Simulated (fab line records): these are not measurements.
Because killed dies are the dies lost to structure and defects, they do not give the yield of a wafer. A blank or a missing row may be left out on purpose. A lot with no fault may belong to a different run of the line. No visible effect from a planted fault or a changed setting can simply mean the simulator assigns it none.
fab line records    flow nandHarc
record lots=15  wafers=43  lastDay=33
route steps=1302 shown P_BONDPAD@375 A_ONON_D1@438 END@1302
lots that met no fault: from a run of the same line without faults
startH: the number of hours between the record's first day and the start of the first shown wafer of the lot    waitH: hours since the lot's step before    " identical to the entry in the row above    L1.1+2: one row covering several wafers at once    - no value, or no start given    * or withheld: withheld    < > ~ a bound
route shown NAME@n: names a module that has steps shown in the file, with the first one's number in the route    usual: mean and standard deviation over wafers with no fault    same: alike in all rows    chamber/n: place in a boat    sites: each site's reading    _std_site: their standard deviation    _edge_site: inner sites' mean taken away from outer sites' mean    radiusMm: for every site, how far away it sits from the centre of the wafer    mask NAME#n: copy n    behind: tool/chamber where the wafer was last shaped    hold: why the lot was held/for how many hours/how that ended    device: names the non-switching transistor (n, p or np)    end of line: tests run on the same wafers once the route is complete    a step with no rows: only its recipe    killed: dies lost to structure and defects at the first sort, not the wafer's yield    map: a wafer's dies, marking killed ones x, the rest . and places with no die _
set.NAME: the setting as run; set.NAME@STEP: as run at that earlier step    model.NAME: the simulator's own value behind a step, which no gauge read
a sample of lots followed through the steps of the route, with each step as a table and each wafer as a row
services: a tool's chamber out of use, with start hour (startH, from the record's first day; less than 0 if before it), hours out, and reason
## steps
# step NHARC_P_BONDPAD_PRE_CLEAN_26
# recipe timeS=30  tempC=280  gas=H2/He
# usual heaterPowerW=404/45
lot.wafer  tool           chamber  startH  waitH  heaterPowerW
L781.2     pvdSputter-02  -        -       -      397
L781.5     "              -        "       "      381
L781.6     "              -        "       "      329
L782.1     pvdSputter-03  -        -       -      469
L782.4     "              -        "       "      383
L782.5     "              -        "       "      471
L783.1     pvdSputter-02  -        -       -      390
L783.3     "              -        "       "      386
L783.5     "              -        "       "      376
L784.1     pvdSputter-01  -        -       -      386
L784.3     "              -        "       "      413
L784.6     "              -        "       "      418
L785.4     pvdSputter-01  -        -       -      443
L785.5     "              -        "       "      387
L785.6     "              -        "       "      426
L786.3     pvdSputter-02  -        -       -      383
L786.1     "              -        "       "      317
L786.5     "              -        "       "      390
L787.4     pvdSputter-02  -        -       -      389
L787.3     "              -        "       "      401
L787.5     "              -        "       "      393
L788.2     pvdSputter-01  -        -       -      452
L788.3     "              -        "       "      370
L788.5     "              -        "       "      374
L790.2     pvdSputter-03  -        -       -      467
L790.3     "              -        "       "      369
L790.5     "              -        "       "      470
L796.4     pvdSputter-03  -        -       -      483
L796.2     "              -        "       "      469
L798.3     pvdSputter-02  -        -       -      329
L798.6     "              -        "       "      383
L799.2     pvdSputter-01  -        -       -      382
L799.1     "              -        "       "      401
L799.5     "              -        "       "      429
L800.1     pvdSputter-01  -        -       -      383
L800.4     "              -        "       "      407
L800.3     "              -        "       "      424
L801.2     pvdSputter-01  -        -       -      438
L801.4     "              -        "       "      386
L801.6     "              -        "       "      390
L804.2     pvdSputter-01  -        -       -      432
L804.1     "              -        "       "      426
L804.3     "              -        "       "      384
# step NHARC_P_BONDPAD_PVD_27
# recipe targetThkA=300  chamberPressurePa=5  powerW=5000  substrateTempC=30  timeS=20.49  material=Cu
# usual throttleValvePct=30.0/1.4
lot.wafer  tool           chamber  startH  waitH  throttleValvePct
L781.2     pvdSputter-02  -        -       -      31.4
L781.5     "              -        "       "      30.0
L781.6     "              -        "       "      30.5
L782.1     pvdSputter-03  -        -       -      31.0
L782.4     "              -        "       "      30.0
L782.5     "              -        "       "      27.4
L783.3     pvdSputter-02  -        -       -      29.8
L783.1     "              -        "       "      30.4
L783.5     "              -        "       "      26.9
L784.1     pvdSputter-01  -        -       -      29.8
L784.3     "              -        "       "      30.1
L784.6     "              -        "       "      29.7
L785.4     pvdSputter-01  -        -       -      29.7
L785.6     "              -        "       "      30.7
L785.5     "              -        "       "      29.8
L786.3     pvdSputter-02  -        -       -      26.8
L786.1     "              -        "       "      31.3
L786.5     "              -        "       "      26.8
L787.3     pvdSputter-02  -        -       -      31.2
L787.4     "              -        "       "      27.0
L787.5     "              -        "       "      31.4
L788.3     pvdSputter-01  -        -       -      29.7
L788.2     "              -        "       "      30.6
L788.5     "              -        "       "      30.5
L790.2     pvdSputter-03  -        -       -      27.6
L790.3     "              -        "       "      31.5
L790.5     "              -        "       "      27.4
L796.4     pvdSputter-03  -        -       -      31.0
L796.2     "              -        "       "      27.4
L798.3     pvdSputter-02  -        -       -      27.7
L798.6     "              -        "       "      31.5
L799.1     pvdSputter-01  -        -       -      30.6
L799.2     "              -        "       "      31.2
L799.5     "              -        "       "      30.5
L800.4     pvdSputter-01  -        -       -      30.2
L800.3     "              -        "       "      31.2
L800.1     "              -        "       "      30.3
L801.4     pvdSputter-01  -        -       -      31.2
L801.2     "              -        "       "      30.2
L801.6     "              -        "       "      30.5
L804.3     pvdSputter-01  -        -       -      30.3
L804.1     "              -        "       "      30.1
L804.2     "              -        "       "      30.8
# step NHARC_A_ONON_D1_DEP_19
# recipe targetThkA=10000  n2FlowSccm=2750  n2oFlowSccm=2000  nh3FlowSccm=500  sih4FlowSccm=210  tempC=400
lot.wafer   tool          chamber  startH  waitH
L781.2+5+6  pecvdOnon-04  0        174.26  0.1
L782.1+4+5  pecvdOnon-01  0        185.88  0.1
L783.1+3+5  pecvdOnon-04  0        195.93  0.1
L784.1+3+6  pecvdOnon-03  0        195.93  0.1
L785.4+5+6  pecvdOnon-03  0        206.75  0.2
L786.1+3+5  pecvdOnon-04  0        222.31  0.1
L787.3+4+5  pecvdOnon-03  0        222.40  0.2
L788.2+3+5  pecvdOnon-04  0        237.61  0.1
L790.2+3+5  pecvdOnon-04  0        256.96  0.1
L796.2+4    pecvdOnon-04  0        324.77  0.1
L798.3+6    pecvdOnon-04  0        335.73  0.2
L799.1+2+5  pecvdOnon-04  0        354.48  0.1
L800.1+3+4  pecvdOnon-01  0        361.89  0.1
L801.2+4+6  pecvdOnon-01  0        374.27  0.1
L804.1+2+3  pecvdOnon-03  0        399.35  0.1
# step NHARC_A_ONON_D1_THK_MEAS_21
# recipe thkMeasGauge=ellipsometry
# usual thkNm=996/11
lot.wafer  tool          chamber  startH  waitH  thkNm
L781.2     filmMetro-01  -        174.71  -      1006
L781.5     "             -        "       "      1005
L781.6     "             -        "       "      1005
L782.1     filmMetro-02  -        186.39  -      1015
L782.4     "             -        "       "      1017
L782.5     "             -        "       "      1015
L783.1     filmMetro-01  -        196.44  -      981
L783.3     "             -        "       "      981
L783.5     "             -        "       "      982
L784.1     filmMetro-01  -        196.44  -      1014
L784.3     "             -        "       "      1012
L784.6     "             -        "       "      1013
L785.4     filmMetro-02  -        207.09  -      985
L785.5     "             -        "       "      988
L785.6     "             -        "       "      985
L787.3     filmMetro-02  -        222.79  -      990
L787.4     "             -        "       "      989
L787.5     "             -        "       "      992
L786.1     filmMetro-01  -        222.82  -      991
L786.3     "             -        "       "      992
L786.5     "             -        "       "      992
L788.2     filmMetro-02  -        238.06  -      996
L788.3     "             -        "       "      996
L788.5     "             -        "       "      997
L790.2     filmMetro-01  -        257.41  -      1000
L790.3     "             -        "       "      1000
L790.5     "             -        "       "      1000
L796.2     filmMetro-02  -        325.22  -      348
L796.4     "             -        "       "      983
L798.3     filmMetro-01  -        336.13  -      346
L798.6     "             -        "       "      983
L799.1     filmMetro-01  -        355.00  -      1010
L799.2     "             -        "       "      375
L799.5     "             -        "       "      1010
L800.1     filmMetro-02  -        362.40  -      1001
L800.3     "             -        "       "      1002
L800.4     "             -        "       "      1003
L801.2     filmMetro-01  -        374.72  -      984
L801.4     "             -        "       "      984
L801.6     "             -        "       "      985
L804.1     filmMetro-02  -        399.85  -      991
L804.2     "             -        "       "      993
L804.3     "             -        "       "      990
# step NHARC_END_SORT_01
# recipe tempC=25
# usual killedAtArray=57/18  killedAtOther=0.9/1.3  killedAtPeriphery=3.5/2.2  killedDies=62/18  killedOpen=3.0/1.7  killedShort=2.3/1.5
# same grossDies=677
lot.wafer  tool       chamber  startH  waitH  killedAtArray  killedAtOther  killedAtPeriphery  killedDies  killedOpen  killedShort
L796.2     prober-02  0        707.28  2.8    670            1              6                  677         5           4
L796.4     prober-02  0        708.91  3.4    82             0              3                  85          5           3
L798.3     prober-01  0        707.97  3.0    675            0              2                  677         3           0
L798.6     prober-01  0        710.35  4.0    79             0              1                  80          3           4
L799.1     prober-01  0        733.07  2.4    55             0              5                  60          1           1
L799.2     prober-01  0        733.87  2.7    672            0              5                  677         4           0
L799.5     prober-01  0        736.26  3.7    46             0              11                 57          2           1
# killed by level:class
L796.2 A_ONON_D1:areaDep=606 A_SLIT:chamberFilmFlake=21 A_CHANNEL_HOLE_D2:chamberFilmFlake=14 A_CHANNEL_HOLE_D1:chamberFilmFlake=8 A_STAIRCASE:chamberFilmFlake=5 P_GATE:chamberFilmFlake=3 A_BLC:chamberFilmFlake=3 P_M0:geometricParticle:open=2
L798.3 A_ONON_D1:areaDep=608 A_CHANNEL_HOLE_D1:chamberFilmFlake=37 A_CHANNEL_HOLE_D2:chamberFilmFlake=16 A_DECK1_JOINT:chamberFilmFlake=4 A_CONTACT:chamberFilmFlake=3 A_ZERO_WELL:chamberFilmFlake=2 A_SLIT:chamberFilmFlake=2 P_M2:geometricParticle:open=1
L796.4 A_SLIT:chamberFilmFlake=33 A_CHANNEL_HOLE_D2:chamberFilmFlake=20 A_CHANNEL_HOLE_D1:chamberFilmFlake=7 A_SGD_CUT:chamberFilmFlake=4 A_CHANNEL_FILL_D2:chamberFilmFlake=3 A_STAIRCASE:chamberFilmFlake=3 A_BLC:chamberFilmFlake=3 A_M0:geometricParticle:open=2
L798.6 A_CHANNEL_HOLE_D1:chamberFilmFlake=30 A_CHANNEL_HOLE_D2:chamberFilmFlake=29 A_CONTACT:chamberFilmFlake=5 A_STAIRCASE:chamberFilmFlake=3 A_BLC:chamberFilmFlake=3 A_CONTACT:geometricParticle:open=2 A_SOURCE_PLATE:geometricParticle:open=1 A_CHANNEL_FILL_D1:geometricParticle:short=1
L799.1 A_CHANNEL_HOLE_D2:chamberFilmFlake=32 A_CONTACT:chamberFilmFlake=8 A_SLIT:chamberFilmFlake=7 P_GATE:chamberFilmFlake=4 A_CHANNEL_HOLE_D1:chamberFilmFlake=3 A_STAIRCASE:chamberFilmFlake=2 A_CHANNEL_HOLE_D2:geometricParticle:short=1 A_M0:geometricParticle:open=1
L799.2 A_ONON_D1:areaDep=623 A_CHANNEL_HOLE_D2:chamberFilmFlake=20 A_CONTACT:chamberFilmFlake=9 A_CHANNEL_HOLE_D1:chamberFilmFlake=7 A_SLIT:chamberFilmFlake=4 P_GATE:chamberFilmFlake=2 A_DECK1_JOINT:chamberFilmFlake=2 A_STAIRCASE:chamberFilmFlake=2
L799.5 A_CHANNEL_HOLE_D2:chamberFilmFlake=17 A_CHANNEL_HOLE_D1:chamberFilmFlake=8 A_CONTACT:chamberFilmFlake=8 A_WL_FILL:chamberFilmFlake=6 P_M1:chamberFilmFlake=5 P_STI:chamberFilmFlake=4 P_GATE:chamberFilmFlake=2 A_SLIT:chamberFilmFlake=2
## services
tool           chamber  startH  hours  kind
pecvdOnon-04   -        130.20  13.0   pm
pvdSputter-02  -        136.79  1.9    repair
pvdSputter-01  -        147.95  8.1    repair
pvdSputter-03  -        159.65  1.0    repair
pvdSputter-03  -        170.00  10.0   pm
pvdSputter-03  -        185.94  14.7   repair
pvdSputter-02  -        199.90  0.6    repair
pvdSputter-01  -        226.00  10.0   pm
pecvdOnon-03   -        227.00  13.0   pm
pvdSputter-01  -        242.89  1.2    repair
pecvdOnon-01   -        269.00  13.0   pm
pvdSputter-02  -        282.00  10.0   pm
pecvdOnon-04   -        311.20  13.0   pm
pvdSputter-01  -        345.25  0.8    repair
pvdSputter-03  -        348.00  10.0   pm
pvdSputter-01  -        375.04  3.6    repair
pvdSputter-02  -        380.60  1.2    repair
## key
firstSign step=NHARC_A_ONON_D1_THK_MEAS_21  reading=thkNm  direction=down  sigmas=59  usual=996  struck=356
effect step=NHARC_END_SORT_01  reading=killedDies  direction=up  sigmas=35  usual=62  struck=677
moreKillsBornAt NHARC_A_ONON_D1_DEP_19@pecvdOnon-04=1837
metAt NHARC_A_ONON_D1_DEP_19
struckLots L796,L798,L799
struckWafers L796.2,L798.3,L799.2
laterRowsLeftOut L796.2,L798.3,L799.2
testerLeftOut L796,L798,L799
notActingAt NHARC_P_BONDPAD_PRE_CLEAN_26,NHARC_P_BONDPAD_PVD_27
onsetBetween 256.96 324.77
fault kind=processParameterDrift  tool=pecvdOnon-04  chamber=-  onsetH=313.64  steps=NHARC_A_ONON_D1_DEP_19  channel=targetThkA  offset=*  shape=step  endH=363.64  scope=struckWafersOnly  actsIn=*  stated=*
# testerLeftOut: of these lots the tester's yield and bins aren't shown, on N5 and GAA mostly nor the transistor test; their killed dies are dies lost to structure and defects alone, not to doping, threshold or leakage, so they don't give the yield
# laterRowsLeftOut: the simulator's readings of these wafers behind a module that went badly wrong aren't trusted and aren't shown, but for the sort
